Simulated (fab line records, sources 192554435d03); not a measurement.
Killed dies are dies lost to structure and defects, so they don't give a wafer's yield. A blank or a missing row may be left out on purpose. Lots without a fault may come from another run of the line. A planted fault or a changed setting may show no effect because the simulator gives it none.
Chamber matching | flow n5_finfet | N5_BEOL_M0_CUTY_DESCUM_61 on rie_diel-04: 4 sister chambers
The step chemistry O2, time 7.9 s. 4 wafers are shown with their chamber, then 12 later ones without.

WAFERS WITH THEIR CHAMBER
wafer  | chamber | drypump_motor_current_A (A)
L078.5 | 3       | 5.2
L082.1 | 2       | 5.2
L087.4 | 1       | 5.6
L087.6 | 0       | 6.1

WAFERS WITHOUT THEIR CHAMBER
wafer  | drypump_motor_current_A (A)
L090.3 | 5.2
L090.5 | 6.1
L090.6 | 5.5
L091.1 | 6.1
L091.2 | 5.1
L091.3 | 5.5
L094.1 | 5.2
L094.5 | 5.1
L094.6 | 6.1
L097.3 | 5.2
L097.4 | 5.1
L097.5 | 5.2

WHICH CHAMBER EACH WENT THROUGH
wafer  | from the rows above     | in truth
L090.3 | can't be placed: 2 or 3 | 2
L090.5 | 0                       | 0
L090.6 | 1                       | 1
L091.1 | 0                       | 0
L091.2 | can't be placed: 2 or 3 | 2
L091.3 | 1                       | 1
L094.1 | can't be placed: 2 or 3 | 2
L094.5 | can't be placed: 2 or 3 | 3
L094.6 | 0                       | 0
L097.3 | can't be placed: 2 or 3 | 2
L097.4 | can't be placed: 2 or 3 | 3
L097.5 | can't be placed: 2 or 3 | 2
Placed correctly: 5 of 12. Can't be placed from these rows: 7 (the true chamber is among the candidates in 7). Placed wrongly: 0.
How it was worked out, from the rows above alone: a wafer's distance from a chamber is the root of the sum, over the readings, of the square of ((its reading less the chamber's mean) divided by the reading's scatter). The wafer belongs to the nearest chamber; if the next one is less than 2 further off, it can't be placed. A chamber's mean is the mean of its shown wafers. The scatter: with one shown wafer a chamber, the root of the mean of the squares of how far each hidden wafer lies from its nearest shown one.
